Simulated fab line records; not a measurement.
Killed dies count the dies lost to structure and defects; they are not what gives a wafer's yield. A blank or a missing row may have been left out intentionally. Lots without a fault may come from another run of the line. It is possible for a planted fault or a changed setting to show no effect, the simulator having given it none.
fab line records ; flow nand_harc
record lots=6; wafers=18; last_day=24
route steps=1159 shown A_CONTACT@896 END@1159
lots untouched by any fault: they come from a run of this same line in which no faults occurred
start_h: the number of hours between the record's first day and the start of the first shown wafer of the lot ; wait_h: how many hours have passed since the lot's step before this one ; " the same as in the row above ; L1.1+2: a row that stands for several wafers ; - value missing, or start not given ; * or withheld: withheld ; < > ~ a bound
route shown NAME@n: NAME is a module with steps in the file, n the number in the route of the first one ; usual: average and standard deviation across the fault-free wafers ; same: alike in all rows ; chamber/n: place in a boat ; sites: per-site readings ; _std_site: standard deviation of those values ; _edge_site: outer sites' mean less inner sites' ; radius_mm: for every site, how far away it sits from the centre of the wafer ; mask NAME#n: copy n ; behind: the last tool/chamber to shape the wafer ; hold: why the lot went on hold/how many hours it stayed there/how the hold came to an end ; device: names the non-switching transistor (n, p or np) ; end of line: tests of these same wafers at the route's end ; step lacking rows: just its recipe ; killed: dies that structure and defects cost at the first sort, which is not the same as the wafer's yield ; map: shows each die of a wafer: x if killed, . if not, _ if none is there
set.NAME: the setting the step ran with; set.NAME@STEP: the setting that earlier step ran with ; model.NAME: the simulator's own value behind a step, which no gauge read
lots at selected steps of the route; one table per step, one row per wafer
services: a tool's chamber out of use, with start hour (start_h, from the record's first day; less than 0 if before it), hours out, and reason
## steps
# step NHARC_A_CONTACT_CD_MEAS_69
# recipe target_cd_nm=200; landing_energy_ev=500
# usual cd_nm=200.3/0.77
lot.wafer;tool;chamber;start_h;wait_h;cd_nm
L641.2;cd_sem-01;0;380.62;-;200.8
L641.3;cd_sem-01;0;380.62;-;201.7
L641.4;cd_sem-01;0;380.62;-;201.0
L643.2;cd_sem-02;0;388.85;-;200.4
L643.4;cd_sem-02;0;388.85;-;200.5
L643.6;cd_sem-02;0;388.85;-;200.8
L654.4;cd_sem-01;0;467.18;-;199.1
L654.5;cd_sem-01;0;467.18;-;199.3
L654.6;cd_sem-01;0;467.18;-;201.0
L655.3;cd_sem-03;0;468.59;-;201.2
L655.5;cd_sem-03;0;468.59;-;200.3
L655.6;cd_sem-03;0;468.59;-;200.7
L652.1;cd_sem-02;0;469.84;-;200.0
L652.3;cd_sem-02;0;469.84;-;199.9
L652.4;cd_sem-02;0;469.84;-;200.5
L660.2;cd_sem-01;0;504.95;-;199.8
L660.5;cd_sem-01;0;504.95;-;198.8
L660.6;cd_sem-01;0;504.95;-;200.0
# step NHARC_A_CONTACT_OVL_MEAS_70
# usual overlay_x_nm=0.3/0.8; overlay_y_nm=-0.2/0.68
lot.wafer;tool;chamber;start_h;wait_h;overlay_x_nm;overlay_y_nm
L641.2;overlay-01;-;380.71;-;2.2;-0.1
L641.3;overlay-01;-;380.71;-;2.0;-0.5
L641.4;overlay-01;-;380.71;-;1.9;0.0
L643.2;overlay-02;-;388.94;-;1.0;0.1
L643.4;overlay-02;-;388.94;-;0.8;0.2
L643.6;overlay-02;-;388.94;-;0.4;0.0
L654.4;overlay-02;-;467.27;-;-0.2;-0.8
L654.5;overlay-02;-;467.27;-;0.7;-1.6
L654.6;overlay-02;-;467.27;-;0.0;-1.1
L655.3;overlay-01;-;468.67;-;0.1;0.4
L655.5;overlay-01;-;468.67;-;0.7;0.0
L655.6;overlay-01;-;468.67;-;0.1;0.6
L652.1;overlay-02;-;469.93;-;-0.4;0.4
L652.3;overlay-02;-;469.93;-;-1.1;0.3
L652.4;overlay-02;-;469.93;-;-0.2;0.5
L660.2;overlay-02;-;505.03;-;0.9;-0.6
L660.5;overlay-02;-;505.03;-;0.8;-0.5
L660.6;overlay-02;-;505.03;-;0.4;-0.8
# step NHARC_A_CONTACT_INSPECT_71
# usual raw_defect_count=30/13
lot.wafer;tool;chamber;start_h;wait_h;raw_defect_count
L641.2;defect_inspect-02;-;380.74;0.0;19
L641.3;defect_inspect-02;-;380.74;0.0;22
L641.4;defect_inspect-02;-;380.74;0.0;17
L643.2;defect_inspect-01;-;388.98;0.0;23
L643.4;defect_inspect-01;-;388.98;0.0;19
L643.6;defect_inspect-01;-;388.98;0.0;25
L654.4;defect_inspect-02;-;467.30;0.0;39
L654.5;defect_inspect-02;-;467.30;0.0;38
L654.6;defect_inspect-02;-;467.30;0.0;32
L655.3;defect_inspect-02;-;468.71;0.0;33
L655.5;defect_inspect-02;-;468.71;0.0;31
L655.6;defect_inspect-02;-;468.71;0.0;28
L652.1;defect_inspect-01;-;469.96;0.0;33
L652.3;defect_inspect-01;-;469.96;0.0;36
L652.4;defect_inspect-01;-;469.96;0.0;36
L660.2;defect_inspect-02;-;505.07;0.0;11
L660.5;defect_inspect-02;-;505.07;0.0;16
L660.6;defect_inspect-02;-;505.07;0.0;12
# step NHARC_A_CONTACT_DESCUM_74
# recipe time_s=3; o2_flow_sccm=200; ar_flow_sccm=0; bias_power_w=0; chemistry=O2
# usual drypump_motor_current_A=5.7/0.35; oes_product_au=1.000/0.013; rf_vpp_V=57.8/0.82; showerhead_plenum_p_Torr=1.92/0.077; throttle_valve_pct=11.310/0.0084
lot.wafer;tool;chamber;start_h;wait_h;drypump_motor_current_A;oes_product_au;rf_hours_counter_h;rf_vpp_V;showerhead_plenum_p_Torr;throttle_valve_pct
L641.3;rie_diel-13;0;380.80;0.1;5.7;0.983;22;56.4;1.77;11.305
L641.2;rie_diel-13;1;380.80;0.1;5.6;1.003;20;57.1;2.00;11.306
L641.4;rie_diel-13;2;380.80;0.1;5.8;1.029;22;57.0;1.89;11.315
L643.4;rie_diel-13;2;389.05;0.1;5.8;1.011;24;57.3;1.89;11.311
L643.2;rie_diel-13;0;389.05;0.1;5.7;0.993;24;58.2;1.77;11.322
L643.6;rie_diel-13;1;389.05;0.1;5.6;0.987;-;59.6;2.00;11.313
L654.4;rie_diel-13;1;467.37;0.1;5.6;0.977;1;56.5;2.00;11.316
L654.5;rie_diel-13;0;467.37;0.1;5.7;0.991;-;57.8;2.08;11.314
L654.6;rie_diel-13;1;467.37;0.1;5.6;0.991;-;57.3;2.00;11.302
L655.3;rie_diel-13;1;468.78;0.1;5.5;0.999;2;58.2;2.00;11.319
L655.6;rie_diel-13;0;468.78;0.1;5.7;0.998;-;57.8;2.08;11.306
L655.5;rie_diel-13;1;468.78;0.1;5.5;0.976;-;57.0;2.00;11.301
L652.3;rie_diel-06;2;470.03;0.1;5.9;1.020;17;57.8;1.87;11.312
L652.1;rie_diel-06;3;470.03;0.1;6.4;0.992;21;57.4;1.86;11.320
L652.4;rie_diel-06;1;470.03;0.1;5.1;1.011;17;58.3;1.87;11.303
L660.2;rie_diel-13;3;505.13;0.1;5.8;1.025;10;57.1;1.92;11.323
L660.5;rie_diel-13;3;505.13;0.1;5.8;1.015;-;57.8;1.92;11.306
L660.6;rie_diel-13;0;505.13;0.1;5.7;0.997;-;58.0;2.07;11.307
# step NHARC_A_CONTACT_ETCH_75
# recipe target_depth_a=390; over_etch_frac=0.3; time_s=65; ion_energy_ev=80; cf4_flow_sccm=150; ar_flow_sccm=0; rf_w=300; bias_w=100; chemistry=CF4
# usual bias_w=100.05/0.29; cf4_flow_sccm=150.0/0.47; drypump_motor_current_A=5.7/0.35; oes_product_au=0.998/0.014; rf_vpp_V=151.3/1.1; showerhead_plenum_p_Torr=1.77/0.063; throttle_valve_pct=13.285/0.0093
lot.wafer;tool;chamber;start_h;wait_h;bias_w;cf4_flow_sccm;drypump_motor_current_A;oes_product_au;rf_hours_counter_h;rf_vpp_V;showerhead_plenum_p_Torr;throttle_valve_pct
L641.3;rie_diel-13;3;380.89;0.1;100.59;149.8;5.8;0.998;23;150.5;1.78;13.268
L641.4;rie_diel-13;0;380.89;0.1;100.18;149.4;5.6;0.982;22;148.7;1.65;13.294
L641.2;rie_diel-13;1;380.89;0.1;100.36;150.5;5.6;0.985;20;152.4;1.84;13.281
L643.4;rie_diel-13;0;389.13;0.1;100.09;149.8;5.7;0.986;24;150.3;1.64;13.280
L643.2;rie_diel-13;1;389.13;0.1;99.67;150.2;5.5;0.979;22;153.0;1.84;13.277
L643.6;rie_diel-13;3;389.13;0.1;99.84;150.4;5.9;0.983;-;153.0;1.78;13.285
L654.4;rie_diel-13;0;467.47;0.1;99.82;149.6;5.7;0.996;1;154.3;1.91;13.284
L654.6;rie_diel-13;1;467.47;0.1;100.13;150.0;5.5;0.981;-;153.3;1.84;13.282
L654.5;rie_diel-13;2;467.47;0.1;99.91;150.0;5.8;0.997;-;151.9;1.75;13.278
L655.3;rie_diel-13;3;468.86;0.1;99.96;149.4;5.8;1.016;1;151.5;1.78;13.278
L655.6;rie_diel-13;2;468.86;0.1;99.93;150.3;5.9;0.997;-;151.4;1.75;13.284
L655.5;rie_diel-13;3;468.86;0.1;99.77;150.7;5.8;1.001;-;150.1;1.78;13.288
L652.4;rie_diel-06;0;470.19;0.1;100.19;150.6;5.6;0.987;21;151.5;1.74;13.287
L652.3;rie_diel-06;2;470.19;0.1;100.15;149.8;5.9;0.999;18;149.1;1.73;13.278
L652.1;rie_diel-06;3;470.19;0.1;99.64;150.3;6.4;0.995;21;149.6;1.72;13.277
L660.2;rie_diel-13;0;505.28;0.1;100.18;151.3;5.7;1.003;10;153.1;1.91;13.298
L660.6;rie_diel-13;2;505.28;0.1;100.18;149.8;5.9;1.003;-;150.9;1.74;13.292
L660.5;rie_diel-13;3;505.28;0.1;100.04;149.9;5.9;1.014;-;151.8;1.78;13.278
# step NHARC_A_CONTACT_ETCH_76
# recipe target_depth_a=2600; over_etch_frac=0.3; time_s=475.3; ion_energy_ev=200; n2_flow_sccm=150; h2_flow_sccm=150; ar_flow_sccm=0; rf_w=400; bias_w=150; chemistry=N2/H2
# usual bias_w=150.0/0.46; chamber_pressure_mTorr=29.999/0.028; drypump_motor_current_A=5.7/0.35; oes_product_au=1.001/0.014; rf_vpp_V=430.5/2.3; showerhead_plenum_p_Torr=2.04/0.079; throttle_valve_pct=14.171/0.0095
lot.wafer;tool;chamber;start_h;wait_h;bias_w;chamber_pressure_mTorr;drypump_motor_current_A;oes_product_au;rf_hours_counter_h;rf_vpp_V;showerhead_plenum_p_Torr;throttle_valve_pct
L641.4;rie_diel-13;3;-;-;149.4;29.982;5.9;1.001;23;430.9;2.06;14.160
L641.3;rie_diel-13;0;-;-;149.4;30.035;5.7;0.992;22;427.5;1.88;14.160
L641.2;rie_diel-13;1;-;-;150.3;30.050;5.5;0.991;20;432.3;2.13;14.166
L643.4;rie_diel-13;0;-;-;150.5;30.023;5.7;0.982;24;426.1;1.88;14.174
L643.2;rie_diel-13;1;-;-;150.0;30.030;5.6;0.982;22;433.3;2.13;14.171
L643.6;rie_diel-13;0;-;-;149.6;29.999;5.7;0.983;-;426.2;1.88;14.167
L654.4;rie_diel-13;2;-;-;150.5;30.026;5.8;1.003;1;430.1;2.01;14.173
L654.6;rie_diel-13;2;-;-;150.7;30.007;5.8;0.992;-;430.4;2.01;14.185
L654.5;rie_diel-13;3;-;-;150.6;29.966;5.8;1.006;-;431.8;2.05;14.170
L655.3;rie_diel-13;3;-;-;149.8;29.960;5.8;1.017;2;431.5;2.05;14.175
L655.6;rie_diel-13;2;-;-;150.3;29.982;5.8;0.990;-;429.9;2.01;14.179
L655.5;rie_diel-13;3;-;-;150.8;30.011;5.8;1.011;-;431.9;2.05;14.182
L652.4;rie_diel-06;3;-;-;151.2;29.977;6.4;0.983;21;429.3;1.98;14.187
L652.1;rie_diel-06;0;-;-;149.9;29.990;5.6;0.977;21;430.1;2.01;14.164
L652.3;rie_diel-06;2;-;-;150.7;30.068;5.9;1.007;18;431.5;1.99;14.178
L660.2;rie_diel-13;1;-;-;149.9;30.029;5.5;0.978;10;433.8;2.13;14.163
L660.5;rie_diel-13;2;-;-;149.7;29.998;5.9;1.019;-;430.1;2.01;14.164
L660.6;rie_diel-13;3;-;-;149.9;30.027;5.9;1.015;-;430.9;2.05;14.182
# step NHARC_A_CONTACT_ETCH_77
# recipe target_depth_a=726; time_s=36.3; cf4_flow_sccm=100; chf3_flow_sccm=30; ar_flow_sccm=0; rf_w=500; bias_w=200; chemistry=CF4/CHF3
# usual bias_w=200.0/0.61; cf4_flow_sccm=100.0/0.31; drypump_motor_current_A=5.7/0.35; oes_product_au=0.942/0.025; rf_vpp_V=370.6/2.1; showerhead_plenum_p_Torr=1.58/0.059; throttle_valve_pct=16.804/0.0092
lot.wafer;tool;chamber;start_h;wait_h;bias_w;cf4_flow_sccm;drypump_motor_current_A;oes_product_au;rf_hours_counter_h;rf_vpp_V;showerhead_plenum_p_Torr;throttle_valve_pct
L641.4;rie_diel-13;2;-;-;199.8;100.3;5.8;0.947;23;371.4;1.56;16.804
L641.3;rie_diel-13;3;-;-;199.6;100.0;5.9;0.920;23;371.0;1.59;16.801
L641.2;rie_diel-13;0;-;-;199.5;99.6;5.7;0.905;23;366.7;1.46;16.800
L643.2;rie_diel-13;2;-;-;199.1;99.8;5.9;0.983;24;369.8;1.56;16.803
L643.4;rie_diel-13;1;-;-;198.9;99.8;5.6;0.947;22;374.4;1.64;16.803
L643.6;rie_diel-13;3;-;-;200.0;100.0;5.8;0.979;-;370.8;1.59;16.809
L654.4;rie_diel-13;3;-;-;200.5;99.9;5.8;1.004;1;370.2;1.58;16.800
L654.5;rie_diel-13;2;-;-;200.7;99.9;5.8;0.965;-;370.3;1.55;16.808
L654.6;rie_diel-13;3;-;-;200.0;99.6;5.8;0.992;-;370.0;1.58;16.801
L655.3;rie_diel-13;3;-;-;198.9;100.6;5.9;0.991;2;371.0;1.58;16.802
L655.5;rie_diel-13;3;-;-;198.9;100.4;5.9;1.000;-;371.0;1.58;16.790
L655.6;rie_diel-13;0;-;-;199.6;100.3;5.7;0.956;-;375.6;1.70;16.814
L652.4;rie_diel-06;1;-;-;199.4;99.3;5.1;0.948;18;369.3;1.54;16.812
L652.3;rie_diel-06;3;-;-;200.3;100.1;6.4;0.933;21;369.3;1.53;16.803
L652.1;rie_diel-06;0;-;-;200.1;99.7;5.6;0.936;21;367.7;1.55;16.812
L660.2;rie_diel-13;1;-;-;200.9;99.6;5.6;0.906;10;371.8;1.64;16.798
L660.6;rie_diel-13;3;-;-;200.4;99.8;5.9;0.937;-;370.9;1.58;16.811
L660.5;rie_diel-13;0;-;-;200.2;100.0;5.7;0.930;-;372.9;1.70;16.795
# step NHARC_A_CONTACT_ETCH_78
# recipe target_depth_a=28000; over_etch_frac=0.3; time_s=728; ion_energy_ev=150; o2_flow_sccm=400; cos_flow_sccm=20; ar_flow_sccm=0; rf_w=500; bias_w=300; chemistry=O2/COS
# step NHARC_A_CONTACT_ETCH_124
# recipe source_w=withheld; pressure_mtorr=20; bias_v=withheld; time_s=140; target_depth_a=7000; ar_flow_sccm=withheld; c4f8_flow_sccm=withheld; o2_flow_sccm=withheld; chemistry=C4F8/O2/Ar
# usual chamber_pressure_mTorr=20.000/0.017; oes_air_line_au=1.001/0.021
lot.wafer;tool;chamber;start_h;wait_h;chamber_pressure_mTorr;oes_air_line_au;rf_hours_counter_h
L641.2;har_cap_etch-03;1;382.04;-;20.008;1.009;84
L641.3;har_cap_etch-03;1;382.04;-;20.006;1.012;-
L641.4;har_cap_etch-03;0;382.04;-;19.993;1.002;-
L643.2;har_cap_etch-02;0;390.20;-;19.990;0.981;15
L643.4;har_cap_etch-02;1;390.20;-;19.978;0.999;-
L643.6;har_cap_etch-02;1;390.20;-;20.026;1.025;-
L654.4;har_cap_etch-02;0;468.55;-;19.997;1.012;-
L654.5;har_cap_etch-02;0;468.55;-;19.970;0.976;-
L654.6;har_cap_etch-02;1;468.55;-;20.005;0.970;-
L655.3;har_cap_etch-01;1;469.96;-;20.029;1.016;-
L655.6;har_cap_etch-01;1;469.96;-;20.007;0.999;-
L655.5;har_cap_etch-01;0;469.96;-;19.988;1.015;-
L652.1;har_cap_etch-03;1;471.23;-;19.985;0.974;97
L652.4;har_cap_etch-03;1;471.23;-;20.003;0.988;-
L652.3;har_cap_etch-03;0;471.23;-;20.013;0.994;-
L660.2;har_cap_etch-03;0;506.35;-;19.978;0.966;105
L660.5;har_cap_etch-03;1;506.35;-;20.014;1.037;-
L660.6;har_cap_etch-03;0;506.35;-;20.016;0.964;-
# step NHARC_A_CONTACT_ETCH_125
# recipe source_w=withheld; pressure_mtorr=20; bias_v=1200; time_s=155; target_depth_a=9560; ar_flow_sccm=withheld; c4f8_flow_sccm=withheld; o2_flow_sccm=withheld; chemistry=C4F8/O2/Ar
# step NHARC_A_CONTACT_ETCH_126
# recipe source_w=withheld; pressure_mtorr=20; bias_v=1200; time_s=155; target_depth_a=9560; ar_flow_sccm=withheld; c4f8_flow_sccm=withheld; o2_flow_sccm=withheld; chemistry=C4F8/O2/Ar
# step NHARC_A_CONTACT_ETCH_127
# recipe source_w=withheld; pressure_mtorr=20; bias_v=1200; time_s=155; target_depth_a=9560; ar_flow_sccm=withheld; c4f8_flow_sccm=withheld; o2_flow_sccm=withheld; chemistry=C4F8/O2/Ar
# step NHARC_A_CONTACT_ETCH_128
# recipe source_w=withheld; pressure_mtorr=20; bias_v=1200; time_s=155; target_depth_a=9560; ar_flow_sccm=withheld; c4f8_flow_sccm=withheld; o2_flow_sccm=withheld; chemistry=C4F8/O2/Ar
# usual chamber_pressure_mTorr=20.000/0.018; oes_air_line_au=1.002/0.02
lot.wafer;tool;chamber;start_h;wait_h;chamber_pressure_mTorr;oes_air_line_au;rf_hours_counter_h
L641.2;har_cap_etch-03;1;382.66;0.1;20.018;1.026;85
L641.3;har_cap_etch-03;1;382.66;0.1;20.012;0.999;-
L641.4;har_cap_etch-03;0;382.66;0.1;19.980;0.993;-
L643.2;har_cap_etch-02;0;390.81;0.1;19.970;0.980;15
L643.4;har_cap_etch-02;1;390.81;0.1;20.000;1.007;-
L643.6;har_cap_etch-02;1;390.81;0.1;19.985;1.008;-
L654.4;har_cap_etch-02;0;469.16;0.1;-;-;-
L654.5;har_cap_etch-02;0;469.16;0.1;-;-;-
L654.6;har_cap_etch-02;1;469.16;0.1;-;-;-
L655.3;har_cap_etch-01;1;470.57;0.1;-;-;-
L655.6;har_cap_etch-01;1;470.57;0.1;-;-;-
L655.5;har_cap_etch-01;0;470.57;0.1;-;-;-
L652.1;har_cap_etch-03;1;471.85;0.1;20.006;1.013;97
L652.4;har_cap_etch-03;1;471.85;0.1;19.986;1.016;-
L652.3;har_cap_etch-03;0;471.85;0.1;20.001;1.019;-
L660.2;har_cap_etch-03;0;506.96;0.1;20.007;1.044;105
L660.5;har_cap_etch-03;1;506.96;0.1;19.980;0.948;-
L660.6;har_cap_etch-03;0;506.96;0.1;19.999;1.006;-
# step NHARC_A_CONTACT_ETCH_129
# recipe source_w=withheld; pressure_mtorr=20; bias_v=1200; time_s=155; target_depth_a=9560; ar_flow_sccm=withheld; c4f8_flow_sccm=withheld; o2_flow_sccm=withheld; chemistry=C4F8/O2/Ar
# step NHARC_END_SORT_01
# recipe temp_c=25
# usual killed_at_array=29/10; killed_at_other=0.7/1.1; killed_at_periphery=3.3/2.4; killed_dies=33/11; killed_open=3.3/2; killed_short=1.9/1.3
# same gross_dies=677
lot.wafer;tool;chamber;start_h;wait_h;killed_at_array;killed_at_other;killed_at_periphery;killed_dies;killed_open;killed_short
L654.4;prober-02;0;543.04;3.4;671;1;5;677;1;3
L654.5;prober-02;0;543.84;3.7;672;2;3;677;5;1
L654.6;prober-02;0;544.64;4.0;666;2;9;677;8;2
L655.3;prober-02;0;551.11;3.1;667;2;8;677;2;3
L655.5;prober-02;0;552.70;3.7;669;5;3;677;1;4
L655.6;prober-02;0;553.50;4.0;671;0;6;677;6;0
L660.2;prober-01;0;575.15;2.8;21;2;5;28;4;6
L660.5;prober-01;0;577.56;3.7;16;2;2;20;1;1
L660.6;prober-01;0;578.36;4.0;20;2;0;22;5;2
# killed by level:class
L654.4 A_CONTACT:area_etch=639 A_CHANNEL_HOLE_D1:chamber_film_flake=20 A_CONTACT:chamber_film_flake=6 P_M1:chamber_film_flake=3 A_CHANNEL_FILL_D1:geometric_particle:short=2 A_CONTACT:geometric_particle:short=1 P_ZERO_WELL:chamber_film_flake=1 P_GATE:chamber_film_flake=1
L654.5 A_CONTACT:area_etch=637 A_CHANNEL_HOLE_D1:chamber_film_flake=22 A_CONTACT:chamber_film_flake=6 A_CONTACT:geometric_particle:open=3 A_STAIRCASE:chamber_film_flake=2 THIN_TSV:chamber_film_flake=2 P_CONTACT:geometric_particle:open=1 A_CHANNEL_FILL_D1:geometric_particle:short=1
L654.6 A_CONTACT:area_etch=631 A_CHANNEL_HOLE_D1:chamber_film_flake=21 P_GATE:chamber_film_flake=5 A_CONTACT:chamber_film_flake=4 A_ONON_D1:geometric_particle:open=2 THIN_TSV:chamber_film_flake=2 P_M0:geometric_particle:open=1 P_M1:geometric_particle:short=1
L655.3 A_CONTACT:area_etch=638 A_CHANNEL_HOLE_D1:chamber_film_flake=23 P_GATE:chamber_film_flake=2 P_CONTACT:chamber_film_flake=2 A_STAIRCASE:chamber_film_flake=2 THIN_TSV:chamber_film_flake=2 P_GATE:geometric_particle:open=1 P_CONTACT:geometric_particle:short=1
L655.5 A_CONTACT:area_etch=639 A_CHANNEL_HOLE_D1:chamber_film_flake=16 A_STAIRCASE:chamber_film_flake=6 THIN_TSV:chamber_film_flake=5 A_CONTACT:chamber_film_flake=3 A_M1:geometric_particle:short=2 P_GATE:chamber_film_flake=2 A_ONON_D1:geometric_particle:short=1
L655.6 A_CONTACT:area_etch=645 A_CHANNEL_HOLE_D1:chamber_film_flake=14 A_CONTACT:chamber_film_flake=5 A_ONON_D1:geometric_particle:open=2 P_M1:chamber_film_flake=2 A_ZERO_WELL:chamber_film_flake=2 P_GATE:geometric_particle:open=1 P_M1:geometric_particle:open=1
L660.2 A_SLIT:chamber_film_flake=5 P_GATE:chamber_film_flake=4 A_ONON_D1:geometric_particle:short=3 A_CHANNEL_HOLE_D1:chamber_film_flake=3 A_CONTACT:chamber_film_flake=3 THIN_TSV:chamber_film_flake=2 P_M0:geometric_particle:open=1 A_ONON_D1:geometric_particle:open=1
L660.5 A_CHANNEL_HOLE_D1:chamber_film_flake=7 A_CONTACT:chamber_film_flake=3 A_SLIT:chamber_film_flake=2 THIN_TSV:chamber_film_flake=2 A_WL_FILL:geometric_particle:short=1 A_M1:geometric_particle:open=1 P_STI:chamber_film_flake=1 P_CONTACT:chamber_film_flake=1
L660.6 A_CHANNEL_HOLE_D1:chamber_film_flake=7 A_SLIT:chamber_film_flake=3 A_CONTACT:chamber_film_flake=3 A_CONTACT:geometric_particle:open=2 A_M0:geometric_particle:open=2 THIN_TSV:chamber_film_flake=2 A_WL_FILL:geometric_particle:short=1 A_ONON_D1:geometric_particle:short=1
# map L654.4 (x killed, . not)
____________x____________
_________xxxxxxx_________
_______xxxxxxxxxxx_______
______xxxxxxxxxxxxx______
_____xxxxxxxxxxxxxxx_____
____xxxxxxxxxxxxxxxxx____
____xxxxxxxxxxxxxxxxx____
___xxxxxxxxxxxxxxxxxxx___
___xxxxxxxxxxxxxxxxxxx___
__xxxxxxxxxxxxxxxxxxxxx__
__xxxxxxxxxxxxxxxxxxxxx__
_xxxxxxxxxxxxxxxxxxxxxxx_
_xxxxxxxxxxxxxxxxxxxxxxx_
_xxxxxxxxxxxxxxxxxxxxxxx_
_xxxxxxxxxxxxxxxxxxxxxxx_
_xxxxxxxxxxxxxxxxxxxxxxx_
xxxxxxxxxxxxxxxxxxxxxxxxx
xxxxxxxxxxxxxxxxxxxxxxxxx
xxxxxxxxxxxxxxxxxxxxxxxxx
xxxxxxxxxxxxxxxxxxxxxxxxx
xxxxxxxxxxxxxxxxxxxxxxxxx
_xxxxxxxxxxxxxxxxxxxxxxx_
_xxxxxxxxxxxxxxxxxxxxxxx_
_xxxxxxxxxxxxxxxxxxxxxxx_
_xxxxxxxxxxxxxxxxxxxxxxx_
_xxxxxxxxxxxxxxxxxxxxxxx_
__xxxxxxxxxxxxxxxxxxxxx__
__xxxxxxxxxxxxxxxxxxxxx__
___xxxxxxxxxxxxxxxxxxx___
___xxxxxxxxxxxxxxxxxxx___
____xxxxxxxxxxxxxxxxx____
____xxxxxxxxxxxxxxxxx____
_____xxxxxxxxxxxxxxx_____
______xxxxxxxxxxxxx______
_______xxxxxxxxxxx_______
_________xxxxxxx_________
____________x____________
# map L655.3 (x killed, . not)
____________x____________
_________xxxxxxx_________
_______xxxxxxxxxxx_______
______xxxxxxxxxxxxx______
_____xxxxxxxxxxxxxxx_____
____xxxxxxxxxxxxxxxxx____
____xxxxxxxxxxxxxxxxx____
___xxxxxxxxxxxxxxxxxxx___
___xxxxxxxxxxxxxxxxxxx___
__xxxxxxxxxxxxxxxxxxxxx__
__xxxxxxxxxxxxxxxxxxxxx__
_xxxxxxxxxxxxxxxxxxxxxxx_
_xxxxxxxxxxxxxxxxxxxxxxx_
_xxxxxxxxxxxxxxxxxxxxxxx_
_xxxxxxxxxxxxxxxxxxxxxxx_
_xxxxxxxxxxxxxxxxxxxxxxx_
xxxxxxxxxxxxxxxxxxxxxxxxx
xxxxxxxxxxxxxxxxxxxxxxxxx
xxxxxxxxxxxxxxxxxxxxxxxxx
xxxxxxxxxxxxxxxxxxxxxxxxx
xxxxxxxxxxxxxxxxxxxxxxxxx
_xxxxxxxxxxxxxxxxxxxxxxx_
_xxxxxxxxxxxxxxxxxxxxxxx_
_xxxxxxxxxxxxxxxxxxxxxxx_
_xxxxxxxxxxxxxxxxxxxxxxx_
_xxxxxxxxxxxxxxxxxxxxxxx_
__xxxxxxxxxxxxxxxxxxxxx__
__xxxxxxxxxxxxxxxxxxxxx__
___xxxxxxxxxxxxxxxxxxx___
___xxxxxxxxxxxxxxxxxxx___
____xxxxxxxxxxxxxxxxx____
____xxxxxxxxxxxxxxxxx____
_____xxxxxxxxxxxxxxx_____
______xxxxxxxxxxxxx______
_______xxxxxxxxxxx_______
_________xxxxxxx_________
____________x____________
## services
tool;chamber;start_h;hours;kind
rie_diel-13;0;358.79;-;clean
rie_diel-13;1;358.79;-;clean
rie_diel-13;2;358.79;-;clean
rie_diel-13;3;358.79;-;clean
rie_diel-13;0;383.29;-;clean
rie_diel-13;1;383.29;-;clean
rie_diel-13;2;383.29;-;clean
rie_diel-13;3;383.29;-;clean
rie_diel-13;1;390.38;7.0;repair
rie_diel-13;0;407.79;-;clean
rie_diel-13;1;407.79;-;clean
rie_diel-13;2;407.79;-;clean
rie_diel-13;3;407.79;-;clean
rie_diel-06;-;418.30;9.0;pm
rie_diel-13;0;432.36;-;clean
rie_diel-13;1;432.36;-;clean
rie_diel-13;2;432.36;-;clean
rie_diel-13;3;432.36;-;clean
rie_diel-13;1;443.64;8.4;repair
rie_diel-13;-;453.03;9.0;pm
rie_diel-13;0;453.03;9.0;vent_cycle
rie_diel-13;1;453.03;9.0;vent_cycle
rie_diel-13;2;453.03;9.0;vent_cycle
rie_diel-13;3;453.03;9.0;vent_cycle
## key
first_sign step=NHARC_A_CONTACT_ETCH_128; reading=tool_record; direction=missing
effect step=NHARC_END_SORT_01; reading=killed_at_array; direction=up; sigmas=62; usual=29; struck=669
more_kills_born_at NHARC_A_CONTACT_ETCH_128@har_cap_etch-01=1922; NHARC_A_CONTACT_ETCH_128@har_cap_etch-02=1907
met_at NHARC_A_CONTACT_ETCH_128
struck_wafers L654.4,L654.5,L654.6,L655.3,L655.5,L655.6
later_rows_left_out L654.4,L654.5,L654.6,L655.3,L655.5,L655.6
tester_left_out L654,L655
onset_between 390.81 469.16
fault kind=skipped_step_whole; tool=har_cap_etch-01,har_cap_etch-02; chamber=-; onset_h=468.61; steps=NHARC_A_CONTACT_ETCH_128; scope=struck_lots_only
# tester_left_out: of these lots the tester's yield and bins aren't shown, on N5 and GAA mostly nor the transistor test; their killed dies are dies lost to structure and defects alone, not to doping, threshold or leakage, so they don't give the yield
# later_rows_left_out: the simulator's readings of these wafers behind a module that went badly wrong aren't trusted and aren't shown, but for the sort
